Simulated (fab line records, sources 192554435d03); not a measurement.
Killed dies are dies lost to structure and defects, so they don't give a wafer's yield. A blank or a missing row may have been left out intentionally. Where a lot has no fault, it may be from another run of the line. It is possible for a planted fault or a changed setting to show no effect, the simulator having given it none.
fab line records    flow n5_finfet
record: lots: 4  wafers: 12  last_day: 17
route steps=1938 shown BEOL_M2@921 BEOL_M3@931 BEOL_M4@1111
lots that met no fault: from a run of the same line without faults
start_h: hours from the record's first day to the start of the lot's first wafer shown    wait_h: how many hours have passed since the lot's step before this one    " unchanged from the row above    L1.1+2: a row that stands for several wafers    - value missing, or start not given    * or withheld: withheld    < > ~ a bound
route shown NAME@n: names a module that has steps shown in the file, with the first one's number in the route    usual: average and standard deviation across the fault-free wafers    same: alike in all rows    chamber/n: place in a boat    sites: the reading at each site    _std_site: the values' standard deviation    _edge_site: the outer-site mean with the inner-site mean subtracted    radius_mm: how far each site lies from the wafer's centre    mask NAME#n: copy n    behind: the tool/chamber that last shaped the wafer    hold: why the lot went on hold/how many hours it stayed there/how the hold came to an end    device: names the non-switching transistor (n, p or np)    end of line: tests of these same wafers at the route's end    for a step that has no rows: nothing shown but its recipe    killed: count of dies lost to structure and defects at first sort (not the wafer's yield)    map: per-die view of a wafer (x killed, . not killed, _ where there is no die)
set.NAME: setting as actually run; set.NAME@STEP: the setting as run at that earlier step    model.NAME: the simulator's own value behind a step, which no gauge read
certain route steps with their lots: each step a table, each wafer a row
services: the hour from which a tool's chamber was out of use, counted from the record's first day as start_h (under 0 if before that day), plus the number of hours and why
== steps ==
step: N5_BEOL_M2_ECD_50
recipe: material: Cu  target_thk_a: 3000
step: N5_BEOL_M2_ANNEAL_51
recipe: temp_c: 225  time_s: 90  ambient: N2
step: N5_BEOL_M2_CMP_52
recipe: stop_on: SiOC  t_overpolish_s: 6.8  down_force_psi: 1  platen_rpm: 50  clearing_platen_down_force_psi: 1.5  clearing_platen_rpm: 50  post_cmp_clean: cu_alkaline  target_thk_nm: 40  clearing_platen_pad_velocity_m_s: 0.99484  pad_velocity_m_s: 0.99484
step: N5_BEOL_M2_PRE_CLEAN_60
recipe: gas: NH3/H2  time_s: 15  temp_c: *  rf_power_w: 300
step: N5_BEOL_M2_CO_CAP_55
recipe: material: Co  target_thk_a: 20  temp_c: 200  precursor: CCTBA/H2  pressure_torr: 30  time_s: 102.1
step: N5_BEOL_M2_PRE_CLEAN_56
recipe: gas: NH3  time_s: 15  temp_c: withheld  rf_power_w: 300
step: N5_BEOL_M2_DEP_57
recipe: material: SiCN  target_thk_a: 80  temp_c: withheld  precursor: 3MS/NH3  pressure_torr: 3  rf_w: 202  time_s: 14
step: N5_BEOL_M3_ILD_DEP_00
recipe: material: SiOC  target_thk_a: 790  temp_c: 350  precursor: DEMS/O2  pressure_torr: 5  rf_w: 500  time_s: 15.3
step: N5_BEOL_M3_PECVD_72
recipe: material: SiO2  target_thk_a: 160  temp_c: 400  precursor: TEOS/O2  pressure_torr: 5.5  rf_w: 450  teos_flow_sccm: 53.8  gas: O2  flow_sccm: 3000  time_s: 18
usual: heater_power_w: 746/95  showerhead_plenum_p_Torr: 8.81/0.05  susceptor_temp_C: 399.99/0.22  throttle_valve_pct: 22.4/1.2
lot.wafer  tool      chamber  start_h  wait_h  heater_power_w  showerhead_plenum_p_Torr  susceptor_temp_C  throttle_valve_pct  model.SiO2_of_BEOL_M3_PECVD_72.thk_nm
L233.2     pecvd-03  2        224.24   0.0     658             8.81                      399.91            21.2                16
L233.3     "         1        "        "       796             8.88                      400.18            22.8                16.2
L233.4     "         0        "        "       772             8.83                      400.12            20.7                16.6
L236.1     pecvd-03  1        237.34   0.0     885             8.88                      400.46            22.9                15.8
L236.3     "         0        "        "       693             8.86                      399.90            20.6                16.2
L236.5     "         2        "        "       659             8.82                      413.97            21.0                14.6
L237.1     pecvd-03  2        239.78   0.0     683             8.82                      414.07            20.8                14.6
L237.2     "         0        "        "       771             8.83                      399.61            20.6                16.2
L237.4     "         2        "        "       671             8.85                      413.64            21.2                14.4
L244.3     pecvd-02  1        287.12   0.0     701             8.74                      400.19            23.8                15.8
L244.4     "         1        "        "       705             8.77                      400.10            23.5                16
L244.5     "         0        "        "       643             8.77                      400.08            23.9                16.4
step: N5_BEOL_M3_HM_DEP_02
recipe: material: TiN  target_thk_a: 200  temp_c: 25  chamber_pressure_pa: 0.49996
step: N5_BEOL_M3_COAT_61
recipe: resist: SOC  temp_c: 250  time_s: 60  spin_rpm: 1500  resist_thk_nm: 60
step: N5_BEOL_M3_COAT_62
recipe: resist: SiARC  temp_c: 220  time_s: 60  spin_rpm: 1500  resist_thk_nm: 12
step: N5_BEOL_M3_COAT_73
recipe: resist: underlayer  temp_c: 205  time_s: 60  spin_rpm: 1500  resist_thk_nm: 5
step: N5_BEOL_M3_COAT_05
recipe: resist: CAR-EUV  spin_rpm: 1500  resist_thk_nm: 30
step: N5_BEOL_M3_EBR_07
recipe: solvent: PGMEA  ebr_width_mm: 1.5
step: N5_BEOL_M3_SOFTBAKE_06
recipe: temp_c: 110  time_s: 60  resist: CAR-EUV
step: N5_BEOL_M3_EXPOSE_08
recipe: mask_id: M3  na: 0.33  source_shape: dipole  sigma_inner: 0.369  sigma_outer: 0.767  polarization: unpolarized  dose_mj: 33
step: N5_BEOL_M3_PEB_09
recipe: peb_temp_c: 100  peb_time_s: 60  resist: CAR-EUV
step: N5_BEOL_M3_DEVELOP_10
recipe: develop_time_s: 30  developer: TMAH  resist: CAR-EUV  rinse_liquid: surfactant_rinse  dry: air_spin  dev_temp_c: 23
step: N5_BEOL_M3_DESCUM_16
recipe: chemistry: O2  time_s: 7  source_power_w: 50  bias_power_w: 20  pressure_mtorr: 20  rf_frequency_hz: 2.712e+07  temp_c: 40  resist: CAR-EUV  o2_flow_sccm: 225
step: N5_BEOL_M3_ETCH_74
recipe: chemistry: N2/H2  target: underlayer  target_depth_a: 65  mask_material: CAR-EUV  time_s: 5.2  ion_energy_ev: 200  pressure_mtorr: 30  source_w: 840  bias_w: 150  n2_flow_sccm: 200  h2_flow_sccm: 200  ends: cleared
step: N5_BEOL_M3_ETCH_63
recipe: chemistry: CF4  target: SiARC  target_depth_a: 156  mask_material: CAR-EUV  time_s: 26  ion_energy_ev: 80  pressure_mtorr: 40  source_w: 545  bias_w: 36  Ar_flow_sccm: 100  cf4_flow_sccm: 100  ends: cleared
step: N5_BEOL_M3_ETCH_64
recipe: chemistry: N2/H2  target: SOC  target_depth_a: 750  overetch_a: 150  mask_material: SiARC  temp_c: 40  time_s: 112.5  ion_energy_ev: 200  pressure_mtorr: 30  source_w: 840  bias_w: 150  n2_flow_sccm: 200  h2_flow_sccm: 200
step: N5_BEOL_M3_STRIP_65
recipe: chemistry: N2/H2  temp_c: 40  n2_flow_sccm: 200  h2_flow_sccm: 200  rf_frequency_hz: 6e+07
step: N5_BEOL_M3_STRIP_75
recipe: chemistry: N2/H2  temp_c: 40  n2_flow_sccm: 200  h2_flow_sccm: 200  rf_frequency_hz: 6e+07
step: N5_BEOL_M3_STRIP_66
recipe: chemistry: CF4  resist: SiARC  power_w: 300  bias_power_w: 75  pressure_mtorr: 50  cf4_flow_sccm: 150  rf_frequency_hz: 6e+07
step: N5_BEOL_M3_HM_OPEN_17
recipe: chemistry: Cl2/BCl3  target_depth_a: 200  overetch_a: 60  target: TiN  mask_material: SOC  ion_energy_ev: 150  pressure_mtorr: 10  icp_w: 1000  bias_w: 126  Cl2_flow_sccm: 53.25  bcl3_flow_sccm: 21.75  Ar_flow_sccm: 25
step: N5_BEOL_M3_STRIP_19
recipe: chemistry: O2  power_w: 400  temp_c: 40  pressure_mtorr: 30  rf_frequency_hz: 6e+07  bias_power_w: 0  overash_fraction: 0.2  o2_flow_sccm: 225
step: N5_BEOL_M3_COAT_67
recipe: resist: SOC  temp_c: 250  time_s: 60  spin_rpm: 1500  resist_thk_nm: 60
step: N5_BEOL_M3_COAT_68
recipe: resist: SiARC  temp_c: 220  time_s: 60  spin_rpm: 1500  resist_thk_nm: 12
step: N5_BEOL_M3_COAT_76
recipe: resist: underlayer  temp_c: 205  time_s: 60  spin_rpm: 1500  resist_thk_nm: 5
step: N5_BEOL_M3_COAT_22
recipe: resist: CAR-EUV  spin_rpm: 1500  resist_thk_nm: 30
step: N5_BEOL_M3_EBR_24
recipe: solvent: PGMEA  ebr_width_mm: 1.5
step: N5_BEOL_M3_SOFTBAKE_23
recipe: temp_c: 110  time_s: 60  resist: CAR-EUV
step: N5_BEOL_M3_HM_STRIP_39
recipe: chemistry: peroxide_tin_strip  material: TiN  target_depth_a: 250  temp_c: 50  time_s: 158
usual: bath_heat_duty_pct: 7.3/0.75
lot.wafer  tool          chamber  start_h  wait_h  bath_heat_duty_pct  model.SiO2_of_BEOL_M3_PECVD_72.thk_nm
L233.2     wet_bench-01  3        231.65   0.0     7.0                 15.8
L233.3     "             2        "        "       7.3                 16
L233.4     "             7        "        "       7.7                 16.6
L237.1     wet_bench-02  0        244.75   0.0     8.1                 14.4
L237.2     "             2        "        "       6.7                 16
L237.4     "             7        "        "       6.8                 14.4
L236.1     wet_bench-02  5        247.95   0.0     7.9                 15.8
L236.3     "             1        "        "       7.0                 16
L236.5     "             4        "        "       6.2                 14.4
L244.3     wet_bench-05  7        293.34   0.0     7.7                 15.6
L244.4     "             1        "        "       7.8                 16
L244.5     "             6        "        "       7.0                 16.2
step: N5_BEOL_M3_CMP_52
recipe: stop_on: SiOC  t_overpolish_s: 6.8  down_force_psi: 1  platen_rpm: 50  clearing_platen_down_force_psi: 1.5  clearing_platen_rpm: 50  post_cmp_clean: cu_alkaline  target_thk_nm: 40  clearing_platen_pad_velocity_m_s: 0.99484  pad_velocity_m_s: 0.99484
usual: barrier_field_endpoint_s: 24.5/0.68  motor_current_A: 6.2/0.56
lot.wafer  tool    chamber  start_h  wait_h  barrier_field_endpoint_s  motor_current_A
L233.2     cmp-04  2        235.04   0.2     24.1                      7.8
L233.4     "       3        "        "       24.3                      7.3
L233.3     "       0        "        "       24.2                      5.5
L237.1     cmp-01  0        248.55   0.3     22.5                      6.0
L237.2     "       1        "        "       25.1                      6.1
L237.4     "       3        "        "       21.7                      6.0
L236.1     cmp-01  0        251.43   0.3     24.5                      5.9
L236.3     "       1        "        "       25.0                      5.9
L236.5     "       0        "        "       22.5                      5.9
L244.3     cmp-03  2        296.78   0.2     24.6                      6.0
L244.4     "       0        "        "       25.5                      6.6
L244.5     "       3        "        "       26.1                      6.9
step: N5_BEOL_M4_RC_MEAS_101
usual: DIBL_N: 36.0/2.2  DIBL_P: 35.9/2.6  IOFF_N: 0.16/0.038  IOFF_P: 0.21/0.042  ION_N: 675/15  ION_P: 463/10  SS_N: 71.5/0.62  SS_P: 73.2/0.76  VT_N: 250/4.1  VT_P: -251/3.6
lot.wafer  tool       chamber  start_h  wait_h  DIBL_N[mV/V]  DIBL_P[mV/V]  IOFF_N[nA/um]  IOFF_P[nA/um]  ION_N[uA/um]  ION_P[uA/um]  SS_N[mV/dec]  SS_P[mV/dec]  VT_N[mV]  VT_P[mV]
L233.2     prober-01  0        247.44   0.2     35.2          36.6          0.15           0.20           673           460           71.2          72.6          249       -249
L233.3     "          0        "        "       34.9          37.1          0.16           0.21           685           467           71.1          72.7          246       -248
L233.4     "          0        "        "       36.3          36.2          0.14           0.19           647           444           72.0          72.4          253       -251
L237.1     prober-01  0        262.09   0.0     34.9          36.9          0.16           0.23           678           471           70.9          73.9          248       -248
L237.2     "          0        "        "       36.0          37.1          0.17           0.23           681           461           71.4          73.7          244       -248
L237.4     "          0        "        "       37.8          40.2          0.24           0.28           723           484           72.0          74.1          239       -247
L236.1     prober-01  0        264.37   0.1     30.7          29.6          0.08           0.11           656           448           70.8          72.5          261       -261
L236.3     "          0        "        "       39.7          39.5          0.23           0.24           674           456           73.9          74.6          245       -251
L236.5     "          0        "        "       34.3          33.5          0.12           0.15           661           443           71.7          72.7          254       -259
L244.3     prober-02  0        306.66   0.3     34.1          34.9          0.15           0.21           684           474           71.1          73.1          247       -249
L244.4     "          0        "        "       32.8          30.7          0.12           0.16           666           459           71.3          71.2          251       -253
L244.5     "          0        "        "       36.8          37.0          0.20           0.25           690           472           71.9          73.3          244       -245
== services ==
tool          chamber  start_h  hours  kind
pecvd-02      2        202.38   -      clean
pecvd-02      2        202.38   -      consumable_replace:showerhead
pecvd-02      2        202.38   29.0   scheduled_down
pecvd-02      2        202.38   29.0   vent_cycle
cmp-04        -        207.57   24.7   pm
pecvd-03      0        209.19   2.1    scheduled_down
cmp-03        -        238.49   1.3    repair
cmp-03        -        245.04   4.0    pm
cmp-03        -        249.04   -      consumable_replace:conditioner
cmp-03        -        249.04   -      consumable_replace:pad
pecvd-02      0        251.39   5.1    repair
cmp-04        -        253.65   0.9    repair
wet_bench-01  -        292.02   1.6    repair
== key ==
first_sign: step: N5_BEOL_M3_PECVD_72  reading: susceptor_temp_C  direction: up  sigmas: 63  usual: *  struck: *
effect: step: N5_BEOL_M3_CMP_52  reading: barrier_field_endpoint_s  direction: down  sigmas: 3.3  usual: 24.5  struck: 22.2
model_effect: step: N5_BEOL_M3_PECVD_72  value: SiO2_of_BEOL_M3_PECVD_72.thk_nm  without: 16.07  struck: 14.53
model_effect: step: N5_BEOL_M3_HM_STRIP_39  value: SiO2_of_BEOL_M3_PECVD_72.thk_nm  without: 15.93  struck: 14.4
met_at N5_BEOL_M3_PECVD_72
struck_wafers L236.5,L237.1,L237.4
onset_between 224.24 237.34
fault: kind: process_parameter_drift  tool: pecvd-03  chamber: 2  onset_h: 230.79  steps: N5_BEOL_M3_PECVD_72  channel: temp_c  offset: *  shape: step  end_h: 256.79  acts_in: *  stated: *
